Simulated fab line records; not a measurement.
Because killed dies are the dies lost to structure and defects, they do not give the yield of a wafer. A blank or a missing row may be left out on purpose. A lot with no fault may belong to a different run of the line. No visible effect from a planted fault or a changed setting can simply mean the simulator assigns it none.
fab line records | flow n5-finfet
[record] lots = 4 | wafers = 12 | last-day = 15
route steps=1938 shown HKMG_FIN@428 GATE_CUT@465 BEOL_M4@1111 PASSIVATION@1936
lots untouched by any fault: they come from a run of this same line in which no faults occurred
start-h: start of the lot's first displayed wafer, in hours after the record's first day | wait-h: hours from the lot's prior step to this one | " as in the row above | L1.1+2: a single row standing in for several wafers | - no value present, or no start provided | * or withheld: withheld | < > ~ a bound
route shown NAME@n: NAME is a module with steps in the file, n the number in the route of the first one | usual: mean/standard deviation of fault-free wafers | same: alike in all rows | chamber/n: place in a boat | sites: per-site readings | _std_site: their standard deviation | _edge_site: outer sites' mean less inner sites' | radius-mm: for every site, how far away it sits from the centre of the wafer | mask NAME#n: copy n | behind: tool/chamber where the wafer was last shaped | hold: the reason the lot was held/the length of the hold in hours/how it ended | device: the n, p or np transistor that did not switch | end of line: the tests these same wafers got at the end of their route | for a step that has no rows: nothing shown but its recipe | killed: dies lost to structure and defects at the first sort, not the wafer's yield | map: a wafer's dies, marking killed ones x, the rest . and places with no die _
set.NAME: the setting the step ran with; set.NAME@STEP: the setting that earlier step ran with | model.NAME: the simulator's own value behind a step, which no gauge read
a table for each step, a row for each wafer; lots at some steps of the route
services: a tool's chamber out of use, with start hour (start-h, from the record's first day; less than 0 if before it), hours out, and reason
[[steps]]
[step N5_HKMG_FIN_PEB_10]
[recipe] peb-temp-c = withheld | peb-time-s = 60 | resist = CAR-ArF
[step N5_HKMG_FIN_DEVELOP_11]
[recipe] develop-time-s = 30 | developer = TMAH | resist = CAR-ArF | dev-temp-c = 23 | rinse-liquid = diw | dry = air-spin
[step N5_HKMG_FIN_DESCUM_17]
[recipe] chemistry = O2 | time-s = 7.9 | source-power-w = 50 | bias-power-w = 20 | pressure-mtorr = 20 | rf-frequency-hz = 2.712e+07 | temp-c = 40 | resist = CAR-ArF | o2-flow-sccm = 225
[step N5_HKMG_FIN_ETCH_31]
[recipe] chemistry = CF4 | target = SiARC | target-depth-a = 455 | mask-material = CAR-ArF | time-s = 75.8 | ion-energy-ev = 80 | pressure-mtorr = 40 | source-w = 545 | bias-w = 36 | Ar_flow_sccm = 100 | cf4-flow-sccm = 100 | ends = cleared
[step N5_HKMG_FIN_ETCH_32]
[recipe] chemistry = N2/H2 | target = SOC | target-depth-a = 2400 | temp-c = 40 | time-s = 300 | ion-energy-ev = 200 | mask-material = SiARC | pressure-mtorr = 30 | source-w = 840 | bias-w = 150 | n2-flow-sccm = 200 | h2-flow-sccm = 200
[step N5_HKMG_FIN_STRIP_33]
[recipe] chemistry = N2/H2 | temp-c = 40 | n2-flow-sccm = 200 | h2-flow-sccm = 200 | rf-frequency-hz = 6e+07
[step N5_HKMG_FIN_STRIP_34]
[recipe] chemistry = CF4 | resist = SiARC | power-w = 300 | bias-power-w = 75 | pressure-mtorr = 50 | cf4-flow-sccm = 150 | rf-frequency-hz = 6e+07
[step N5_HKMG_FIN_ETCH_35]
[recipe] chemistry = N2/H2 | target = SOC | target-depth-a = 2158 | ion-energy-ev = 65 | bias-w = 5 | source-w = 3000 | time-s = 243.4 | pressure-mtorr = 30 | n2-flow-sccm = 200 | h2-flow-sccm = 200
[step N5_HKMG_FIN_STRIP_92]
[recipe] chemistry = N2/H2 | material = SOC | time-s = 20 | power-w = 500 | temp-c = 40 | pressure-mtorr = 50 | rf-frequency-hz = 6e+07 | bias-power-w = 8 | h2-frac = 0.5 | n2-flow-sccm = 300 | h2-flow-sccm = 300
[step N5_HKMG_FIN_WET_ETCH_18]
[recipe] chemistry = SC1 | target = TiN | mix = 1:1:5 | temp-c = * | time-s = 55 | target-depth-nm = 5.2 | dry = ipa-marangoni | rinse-time-s = 30 | rinse-temp-c = 23
lot.wafer  | tool         | chamber | start-h | wait-h
L852.1+3+4 | wet-bench-02 | 2,1,4   | 94.80   | 0.1
L855.2+3+6 | wet-bench-03 | 0,1,6   | 111.86  | 0.1
L863.3+5+6 | wet-bench-03 | 5,6,7   | 160.36  | 0.1
L864.2+3+5 | wet-bench-03 | 7,1,6   | 169.21  | 0.1
[step N5_HKMG_FIN_STRIP_19]
[recipe] chemistry = N2/H2 | power-w = 2500 | temp-c = 300 | h2-frac = 0.65 | time-s = 360 | pressure-mtorr = withheld | n2-flow-sccm = 1750 | h2-flow-sccm = 3250
[step N5_HKMG_FIN_ALD_91]
[recipe] material = TiN | target-thk-a = 10 | temp-c = 400 | ald-precursor-family = TiCl4 | ald-co-reactant = NH3 | pulse-time-s = 1 | purge-time-s = 3 | co-reactant-purge-time-s = 2 | co-reactant-pulse-time-s = 2 | ald-cycles = 47 | pressure-torr = 3
[step N5_HKMG_FIN_COAT_85]
[recipe] resist = SOC | temp-c = 250 | time-s = 60 | spin-rpm = 1500 | resist-thk-nm = 300
[step N5_HKMG_FIN_ETCH_86]
[recipe] chemistry = N2/H2 | target = SOC | target-depth-a = 3932 | stop-on = TiN | ion-energy-ev = 100 | bias-w = 61 | pressure-mtorr = 30 | source-w = 850 | n2-flow-sccm = 200 | h2-flow-sccm = 200
[step N5_HKMG_FIN_STRIP_89]
[recipe] chemistry = N2/H2 | material = SOC | time-s = 20 | power-w = 500 | temp-c = 40 | pressure-mtorr = 50 | rf-frequency-hz = 6e+07 | bias-power-w = 8 | h2-frac = 0.5 | n2-flow-sccm = 300 | h2-flow-sccm = 300
[step N5_HKMG_FIN_WET_ETCH_87]
[recipe] chemistry = SC1 | target = TiN | mix = 1:2:40 | temp-c = 50 | time-s = 154.2 | target-depth-nm = 4.7 | dry = ipa-marangoni | rinse-time-s = 30 | rinse-temp-c = 23
[step N5_HKMG_FIN_STRIP_88]
[recipe] chemistry = N2/H2 | power-w = 2500 | temp-c = 300 | h2-frac = 0.65 | time-s = 360 | pressure-mtorr = withheld | n2-flow-sccm = 1750 | h2-flow-sccm = 3250
[step N5_HKMG_FIN_NWFM_ALD_20]
[recipe] material = TiAlC | target-thk-a = 20 | temp-c = 300 | ald-precursor-family = TiCl4 | ald-co-reactant = TEA | pulse-time-s = 3 | purge-time-s = 2 | co-reactant-purge-time-s = 2 | co-reactant-pulse-time-s = 10 | ald-cycles = 7 | pressure-torr = 3
[step N5_HKMG_FIN_ALD_71]
[recipe] material = TiN | target-thk-a = 10 | temp-c = 400 | ald-precursor-family = TiCl4 | ald-co-reactant = NH3 | pulse-time-s = 1 | purge-time-s = 3 | co-reactant-purge-time-s = 2 | co-reactant-pulse-time-s = 2 | ald-cycles = 47 | pressure-torr = 3
[step N5_HKMG_FIN_COAT_66]
[recipe] resist = SOC | temp-c = 250 | time-s = 60 | spin-rpm = 1500 | resist-thk-nm = 300
[step N5_HKMG_FIN_ETCH_67]
[recipe] chemistry = N2/H2 | target = SOC | target-depth-a = 3889 | stop-on = TiN | ion-energy-ev = 100 | bias-w = 61 | pressure-mtorr = 30 | source-w = 850 | n2-flow-sccm = 200 | h2-flow-sccm = 200
[step N5_HKMG_FIN_STRIP_90]
[recipe] chemistry = N2/H2 | material = SOC | time-s = 20 | power-w = 500 | temp-c = 40 | pressure-mtorr = 50 | rf-frequency-hz = 6e+07 | bias-power-w = 8 | h2-frac = 0.5 | n2-flow-sccm = 300 | h2-flow-sccm = 300
[step N5_HKMG_FIN_WET_ETCH_73]
[recipe] chemistry = SC1 | mix = 1:2:40 | temp-c = 50 | time-s = 42.3 | target-depth-nm = 1.3 | dry = ipa-marangoni | rinse-time-s = 30 | rinse-temp-c = 23
[step N5_HKMG_FIN_ETCHBACK_68]
[recipe] chemistry = Cl2/Ar | stop-on = HfO2 | target-depth-a = 5 | pressure-mtorr = 10 | icp-w = 600 | bias-w = 60 | Cl2_flow_sccm = 40 | Ar_flow_sccm = 60
[step N5_HKMG_FIN_STRIP_69]
[recipe] chemistry = N2/H2 | power-w = 2500 | temp-c = 300 | h2-frac = 0.65 | time-s = 360 | pressure-mtorr = withheld | n2-flow-sccm = 1750 | h2-flow-sccm = 3250
[step N5_HKMG_FIN_ALD_21]
[recipe] material = TiN | target-thk-a = 15 | temp-c = 400 | ald-precursor-family = TiCl4 | ald-co-reactant = NH3 | pulse-time-s = 1 | purge-time-s = 3 | co-reactant-purge-time-s = 2 | co-reactant-pulse-time-s = 2 | ald-cycles = 68 | pressure-torr = 3
[step N5_HKMG_FIN_ALD_72]
[recipe] material = W | target-thk-a = 20 | temp-c = 300 | pressure-torr = 7.5 | ald-precursor-family = WF6 | ald-co-reactant = B2H6 | pulse-time-s = 1 | purge-time-s = 2 | co-reactant-purge-time-s = 2 | co-reactant-pulse-time-s = 3 | ald-cycles = 7
[step N5_HKMG_FIN_W_FILL_22]
[recipe] material = W | target-thk-a = 600 | temp-c = 400 | pressure-torr = 39.4 | time-s = 18.2
[step N5_HKMG_FIN_PRECLEAN_83]
[recipe] chemistry = DIW | time-s = 57.5 | temp-c = 23
[step N5_HKMG_FIN_SRD_84]
[recipe] dry-time-s = 32 | dry = n2-spin | spin-rpm = 1500
[step N5_HKMG_FIN_CMP_23]
[recipe] stop-on = SiNx | t-overpolish-s = 10 | post-cmp-clean = rinse-only | down-force-psi = 4 | platen-rpm = 50.289 | pad-velocity-m-s = 1.0006 | target-thk-nm = 46.326
[step N5_HKMG_FIN_CMP_94]
[recipe] stop-on = SiNx | post-cmp-clean = w-dilute-nh4oh | t-overpolish-s = 4.7 | down-force-psi = 4 | platen-rpm = 50.289 | pad-velocity-m-s = 1.0006 | target-thk-nm = 43.299
[step N5_GATE_CUT_ETCHBACK_00]
[recipe] chemistry = SF6/Cl2 | target = W | pressure-mtorr = 8 | icp-w = 900 | bias-w = 80 | SF6_flow_sccm = 40 | Cl2_flow_sccm = 60
[step N5_GATE_CUT_ETCH_56]
[recipe] chemistry = Cl2/Ar | target = TiN | target-depth-a = 216 | pressure-mtorr = 10 | icp-w = 600 | bias-w = 60 | Cl2_flow_sccm = 40 | Ar_flow_sccm = 60
[step N5_GATE_CUT_ETCHBACK_30]
[recipe] chemistry = Cl2/Ar | target = TiN | target-depth-a = 30 | mode = isotropic | pressure-mtorr = 10 | icp-w = 600 | bias-w = 60 | Cl2_flow_sccm = 40 | Ar_flow_sccm = 60
[step N5_GATE_CUT_VAPOR_ETCH_60]
[recipe] chemistry = BCl3/Cl2 | target = HfO2 | mode = isotropic
[step N5_GATE_CUT_ETCH_58]
[recipe] chemistry = CH3F/O2 | target = SiNx | target-depth-a = 170 | time-s = 128.6 | ion-energy-ev = 50 | pressure-mtorr = 30 | source-w = 415 | bias-w = 21 | Ar_flow_sccm = 150 | CH3F_flow_sccm = 30 | O2_flow_sccm = 20
[step N5_BEOL_M4_RC_MEAS_101]
[usual] DIBL_N = 36.3/1.6 | DIBL_P = 36.2/2.1 | IOFF_N = 0.16/0.031 | IOFF_N_85C = 3.1/0.49 | IOFF_N_LIN = 0.073/0.012 | IOFF_N_LONG = 5.47e-05/2.9e-06 | IOFF_P = 0.21/0.034 | ION_N = 673/11 | ION_P = 461/7.4 | SS_N = 71.6/0.55 | SS_P = 73.3/0.66 | VT_N = 251/3.2 | VT_N_LONG = 275.2/2.1 | VT_N_LVT = 99/3.5 | VT_P = -251/3.5
lot.wafer | tool      | chamber | start-h | wait-h | DIBL_N[mV/V] | DIBL_P[mV/V] | IOFF_N[nA/um] | IOFF_N_85C[nA/um] | IOFF_N_LIN[nA/um] | IOFF_N_LONG[nA/um] | IOFF_P[nA/um] | ION_N[uA/um] | ION_P[uA/um] | SS_N[mV/dec] | SS_P[mV/dec] | VT_N[mV] | VT_N_LONG[mV] | VT_N_LVT[mV] | VT_P[mV]
L852.1    | prober-01 | 0       | 179.89  | 0.0    | 35.8         | 34.9         | 0.15          | 3.0               | 0.071             | 5.68e-05           | 0.18          | 668          | 454          | 72.2         | 72.9         | 254      | 277.1         | 99           | -252
L852.3    | "         | 0       | "       | "      | 35.2         | 35.2         | 0.14          | 2.8               | 0.068             | 5.53e-05           | 0.18          | 666          | 459          | 71.4         | 73.5         | 252      | 276.3         | 101          | -253
L852.4    | "         | 0       | "       | "      | 35.5         | 36.0         | 0.16          | 3.2               | 0.077             | 5.55e-05           | 0.20          | 672          | 459          | 71.9         | 73.0         | 249      | 273.5         | 98           | -251
L855.2    | prober-01 | 0       | 193.02  | 0.2    | 35.0         | 34.1         | 0.14          | 2.7               | 0.064             | 5.84e-05           | 0.19          | 672          | 462          | 71.0         | 72.7         | 250      | 270.4         | 100          | -249
L855.3    | "         | 0       | "       | "      | 38.4         | 39.1         | 0.21          | 3.8               | 0.092             | 5.79e-05           | 0.28          | 685          | 472          | 71.8         | 74.4         | 246      | 274.1         | 94           | -246
L855.6    | "         | 0       | "       | "      | 37.5         | 37.5         | 0.19          | 3.5               | 0.083             | 5.93e-05           | 0.24          | 679          | 470          | 71.8         | 73.2         | 246      | 272.5         | 96           | -246
L863.3    | prober-01 | 0       | 246.02  | 0.3    | 35.5         | 35.6         | 0.01          | 0.2               | 0.003             | 2.13e-05           | 0.19          | 468          | 454          | 71.3         | 72.9         | 342      | 368.8         | 192          | -252
L863.5    | "         | 0       | "       | "      | 35.4         | 35.9         | 0.01          | 0.2               | 0.003             | 2.07e-05           | 0.20          | 469          | 459          | 71.9         | 72.6         | 343      | 367.7         | 192          | -252
L863.6    | "         | 0       | "       | "      | 35.8         | 36.9         | 0.01          | 0.2               | 0.003             | 2.12e-05           | 0.22          | 469          | 464          | 71.9         | 72.9         | 341      | 363.7         | 191          | -250
L864.2    | prober-02 | 0       | 256.81  | 0.2    | 38.6         | 38.5         | 0.01          | 0.2               | 0.003             | 2.19e-05           | 0.26          | 477          | 465          | 71.7         | 73.7         | 341      | 363.8         | 187          | -247
L864.3    | "         | 0       | "       | "      | 35.4         | 35.7         | 0.01          | 0.2               | 0.003             | 2.06e-05           | 0.21          | 463          | 463          | 71.0         | 73.4         | 344      | 370.5         | 194          | -246
L864.5    | "         | 0       | "       | "      | 36.4         | 35.7         | 0.01          | 0.2               | 0.003             | 2.2e-05            | 0.20          | 462          | 453          | 71.6         | 72.9         | 339      | 364.6         | 193          | -250
[step N5_PASSIVATION_PROBE_49]
[usual] defect-limited-yield = 91.5/1.5 | killed_at_M0_to_M3 = 32/9.4 | killed_at_M4_up = 12/5.1 | killed-at-contacts = 11/7.4 | killed-at-front-end = 41/11 | killed-at-other = 3.4/2.5 | killed-dies = 100/17 | killed-open = 65/14 | killed-short = 33/7 | sort_bin_5_function = 4.9/0.96 | sort_bin_6_memory = 3.1/0.7 | sort_bin_8_speed = 0.00/0.01 | sort-n-pass = 1080/17 | sort-yield-pct = 91.5/1.5
[same] gross-dies = 1180 | killed-at-back-side = 0 | sort_bin_4_leakage[%] = 0
lot.wafer | tool      | chamber | start-h | wait-h | defect-limited-yield[%] | killed_at_M0_to_M3 | killed_at_M4_up | killed-at-contacts | killed-at-front-end | killed-at-other | killed-dies | killed-open | killed-short | sort_bin_5_function[%] | sort_bin_6_memory[%] | sort_bin_8_speed[%] | sort-n-pass | sort-yield-pct[%]
L852.1    | prober-01 | -       | 278.56  | 0.0    | 88.8                    | 25                 | 17              | 26                 | 63                  | 1               | 132         | 87          | 39           | 6.5                    | 3.9                  | 0                   | 1048        | 88.8
L852.3    | prober-01 | -       | 278.66  | 0.1    | 92.2                    | 21                 | 14              | 18                 | 36                  | 3               | 92          | 60          | 31           | 4.7                    | 3.0                  | 0                   | 1088        | 92.2
L852.4    | prober-01 | -       | 278.71  | 0.2    | 90.3                    | 27                 | 26              | 7                  | 51                  | 4               | 115         | 68          | 44           | 6.3                    | 3.1                  | 0                   | 1065        | 90.3
L855.2    | prober-02 | -       | 279.67  | 0.1    | 92.5                    | 29                 | 8               | 15                 | 36                  | 0               | 88          | 61          | 26           | 4.2                    | 3.1                  | 0                   | 1092        | 92.5
L855.3    | prober-02 | -       | 279.72  | 0.1    | 91.2                    | 27                 | 10              | 15                 | 51                  | 1               | 104         | 66          | 35           | 4.9                    | 3.2                  | 0                   | 1076        | 91.2
L855.6    | prober-02 | -       | 279.87  | 0.3    | 93.5                    | 14                 | 14              | 9                  | 39                  | 1               | 77          | 44          | 29           | 4.4                    | 1.8                  | 0                   | 1103        | 93.5
L863.3    | prober-02 | -       | 339.84  | 0.1    | 93.6                    | 17                 | 4               | 12                 | 43                  | 0               | 76          | 35          | 40           | 3.7                    | 2.3                  | 93.56               | 0           | 0
L863.5    | prober-02 | -       | 339.94  | 0.2    | 91.4                    | 36                 | 17              | 1                  | 45                  | 2               | 101         | 61          | 37           | 4.7                    | 3.8                  | 91.44               | 0           | 0
L863.6    | prober-02 | -       | 339.99  | 0.3    | 93.9                    | 22                 | 8               | 7                  | 35                  | 0               | 72          | 38          | 33           | 3.8                    | 1.9                  | 93.90               | 0           | 0
L864.2    | prober-02 | -       | 349.87  | 0.1    | 92.1                    | 28                 | 3               | 11                 | 47                  | 4               | 93          | 53          | 39           | 5.3                    | 2.5                  | 92.12               | 0           | 0
L864.3    | prober-02 | -       | 349.92  | 0.1    | 91.4                    | 43                 | 7               | 8                  | 43                  | 1               | 102         | 58          | 43           | 5.0                    | 3.5                  | 91.36               | 0           | 0
L864.5    | prober-02 | -       | 350.02  | 0.2    | 91.9                    | 36                 | 9               | 19                 | 30                  | 2               | 96          | 67          | 28           | 5.0                    | 3.1                  | 91.86               | 0           | 0
// killed by level:class
L852.1 MOL_CONTACT_COAG:geometric-particle:open=22 FIN_SAQP:geometric-particle:open=14 STI_FIN_REVEAL:geometric-particle:open=9 BEOL_M4:geometric-particle:open=9 BEOL_M0_SAQP:geometric-particle:short=7 BEOL_M0_SAQP:geometric-particle:open=6 GATE_CUT:geometric-particle:short=6 FIN_SAQP:geometric-particle:short=5
L852.3 MOL_CONTACT_COAG:geometric-particle:open=15 BEOL_M4:geometric-particle:open=8 FIN_SAQP:geometric-particle:open=7 GATE_CUT:geometric-particle:short=7 BEOL_M2:geometric-particle:open=6 FIN_SAQP:geometric-particle:short=5 STI_FIN_REVEAL:geometric-particle:open=5 BEOL_M0_SAQP:geometric-particle:short=4
L852.4 BEOL_M4:geometric-particle:open=11 BEOL_M0_SAQP:geometric-particle:short=9 FIN_SAQP:geometric-particle:open=8 STARTING-WAFER:geometric-particle:open=8 FIN_SAQP:geometric-particle:short=7 STI_FIN_REVEAL:geometric-particle:open=7 BEOL_M3:geometric-particle:open=7 BEOL_M4:geometric-particle:short=6
L855.2 MOL_CONTACT_COAG:geometric-particle:open=14 BEOL_M0_SAQP:geometric-particle:open=9 GATE_CUT:geometric-particle:short=8 FIN_SAQP:geometric-particle:short=6 FIN_SAQP:geometric-particle:open=5 BEOL_M1:geometric-particle:open=5 BEOL_M2:geometric-particle:open=5 STARTING-WAFER:geometric-particle:open=5
L855.3 FIN_SAQP:geometric-particle:open=13 MOL_CONTACT_COAG:geometric-particle:open=12 FIN_SAQP:geometric-particle:short=11 BEOL_M2:geometric-particle:open=11 DUMMY_GATE:geometric-particle:open=7 BEOL_M0_SAQP:geometric-particle:open=5 GATE_CUT:geometric-particle:open=5 BEOL_M0_SAQP:geometric-particle:short=5
L855.6 FIN_SAQP:geometric-particle:short=9 MOL_CONTACT_COAG:geometric-particle:open=9 FIN_SAQP:geometric-particle:open=6 GATE_CUT:geometric-particle:short=6 BEOL_M4:geometric-particle:open=6 STARTING-WAFER:geometric-particle:short=5 DUMMY_GATE:geometric-particle:open=5 DUMMY_GATE:geometric-particle:short=3
L863.3 MOL_CONTACT_COAG:geometric-particle:open=9 FIN_SAQP:geometric-particle:short=7 BEOL_M0_SAQP:geometric-particle:short=7 STARTING-WAFER:geometric-particle:short=6 STI_FIN_REVEAL:geometric-particle:open=5 SPACER0:geometric-particle:short=5 GATE_CUT:geometric-particle:short=5 GATE_CUT:geometric-particle:open=5
L863.5 FIN_SAQP:geometric-particle:short=11 BEOL_M4:geometric-particle:open=8 GATE_CUT:geometric-particle:short=8 BEOL_M0_SAQP:geometric-particle:short=8 BEOL_M1:geometric-particle:open=8 BEOL_M2:geometric-particle:open=7 BEOL_M3:geometric-particle:open=7 GATE_CUT:geometric-particle:open=6
L863.6 MOL_CONTACT_COAG:geometric-particle:open=7 FIN_SAQP:geometric-particle:open=6 BEOL_M0_SAQP:geometric-particle:short=6 FIN_SAQP:geometric-particle:short=5 DUMMY_GATE:geometric-particle:open=5 SPACER0:geometric-particle:short=5 STARTING-WAFER:geometric-particle:short=5 BEOL_M2:geometric-particle:open=5
L864.2 FIN_SAQP:geometric-particle:open=10 FIN_SAQP:geometric-particle:short=9 MOL_CONTACT_COAG:geometric-particle:open=9 DUMMY_GATE:geometric-particle:open=7 BEOL_M2:geometric-particle:open=5 BEOL_M2:geometric-particle:short=5 BEOL_M0_SAQP:geometric-particle:short=4 GATE_CUT:geometric-particle:short=3
L864.3 FIN_SAQP:geometric-particle:short=11 DUMMY_GATE:geometric-particle:open=10 FIN_SAQP:geometric-particle:open=9 BEOL_M1:geometric-particle:open=8 MOL_CONTACT_COAG:geometric-particle:open=6 BEOL_M2:geometric-particle:open=6 STARTING-WAFER:geometric-particle:short=6 BEOL_M1:geometric-particle:short=5
L864.5 MOL_CONTACT_COAG:geometric-particle:open=18 BEOL_M1:geometric-particle:open=13 DUMMY_GATE:geometric-particle:open=8 FIN_SAQP:geometric-particle:open=6 BEOL_M1:geometric-particle:short=6 BEOL_M2:geometric-particle:open=4 BEOL_M3:geometric-particle:open=4 FIN_SAQP:geometric-particle:short=3
// map L863.5 (x killed, . not)
_________________.x........x.________________
______________.........x....x..x_____________
___________....x....x....x...x.....__________
__________.........x.....x.x.....x.._________
________....x...........x..x.........._______
_______.x.......x......................______
______....................x.x..........._____
_____..........x...........x.............____
____...x......xx........x.................___
___.....x.x................x...............__
___......x...........................x.x.x.__
__.......x.................................._
__.....................................x...._
_.....x...x..x.......x.......................
_............x...............x..x....x.......
_...........x.............................x..
_....x..x...............x.........x.....x....
_.x.........x.....x..........x......x.....x..
_.........................................x..
_x..........x.............x..................
_........................x.............x.....
__...x....xx.......x..x............x........_
__..x..x..........................x........._
___.x..xx...x........xxx..............x....__
___.........x.....................x.....x..__
____.........x............................___
_____.....x............x.x.....x.........____
______.x..................x............._____
_______.....x..........x...x...........______
________..x.........x................._______
__________.x...............x.......x_________
___________..........x.............__________
______________x................._____________
_________________...x...x....________________
// map L864.3 (x killed, . not)
_________________......xx....________________
______________..x.........x....._____________
___________................x.......__________
__________x.....x.........xx........_________
________...x......................x..._______
_______............x..x...x.x......x...______
______................x.....x..........._____
_____....x..x...x.......................x____
____.........x..........x.................___
___..x.......x.....x................x......__
___.x........x...........x.......x.........__
__..x..x........................x....xx...x._
__...........x...............x.............._
_....x.................x.........x....xx.....
_..............................x.............
_........x...................................
_..x....x..........x..x.x.x......xx.....x....
_................x....x......................
_x.......................x.....xx......x.....
_............x......x................x.......
_...x..x..............x.x..x.................
__.........x......x....................x...._
__......................x.....x..x.....x...._
___...................x....................__
___...............................x..xx....__
____...x.........x............x.....x.....___
_____x.....x..............x..............____
______......x.....................x....._____
_______................................______
________................xxx........x.._______
__________....................x....._________
___________...x..x.......x.........__________
______________....x....x........_____________
_________________......x.....________________
[[services]]
tool         | chamber | start-h | hours | kind
wet-bench-02 | -       | 130.13  | 4.9   | repair
[[key]]
[first-sign] step = N5_BEOL_M4_RC_MEAS_101 | reading = VT_N_LONG | direction = up | sigmas = 44 | usual = 275.2 | struck = 366.5
[effect] step = N5_BEOL_M4_RC_MEAS_101 | reading = VT_N | direction = up | sigmas = 28 | usual = 251 | struck = 342
[effect] step = N5_BEOL_M4_RC_MEAS_101 | reading = VT_N_LVT | direction = up | sigmas = 26 | usual = 99 | struck = 191
[effect] step = N5_BEOL_M4_RC_MEAS_101 | reading = ION_N | direction = down | sigmas = 18 | usual = 673 | struck = 468
[effect] step = N5_BEOL_M4_RC_MEAS_101 | reading = IOFF_N_LONG | direction = down | sigmas = 12 | usual = 5.47e-05 | struck = 2.13e-05
[effect] step = N5_BEOL_M4_RC_MEAS_101 | reading = IOFF_N_LIN | direction = down | sigmas = 6.1 | usual = 0.073 | struck = 0.003
[effect] step = N5_BEOL_M4_RC_MEAS_101 | reading = IOFF_N_85C | direction = down | sigmas = 5.8 | usual = 3.1 | struck = 0.2
[effect] step = N5_BEOL_M4_RC_MEAS_101 | reading = IOFF_N | direction = down | sigmas = 4.9 | usual = 0.16 | struck = 0.01
[effect] step = N5_PASSIVATION_PROBE_49 | reading = sort_bin_8_speed | direction = up | sigmas = 99+ | usual = 0.00 | struck = 92.37
met-at N5_HKMG_FIN_WET_ETCH_18
struck-wafers L863.3,L863.5,L863.6,L864.2,L864.3,L864.5
onset-between 111.86 160.36
also-fits time
[fault] kind = process-parameter-drift | tool = wet-bench-03 | chamber = - | onset-h = 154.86 | steps = N5_HKMG_FIN_WET_ETCH_18 | channel = time-s | offset = * | shape = step | end-h = 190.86 | acts-in = * | stated = *
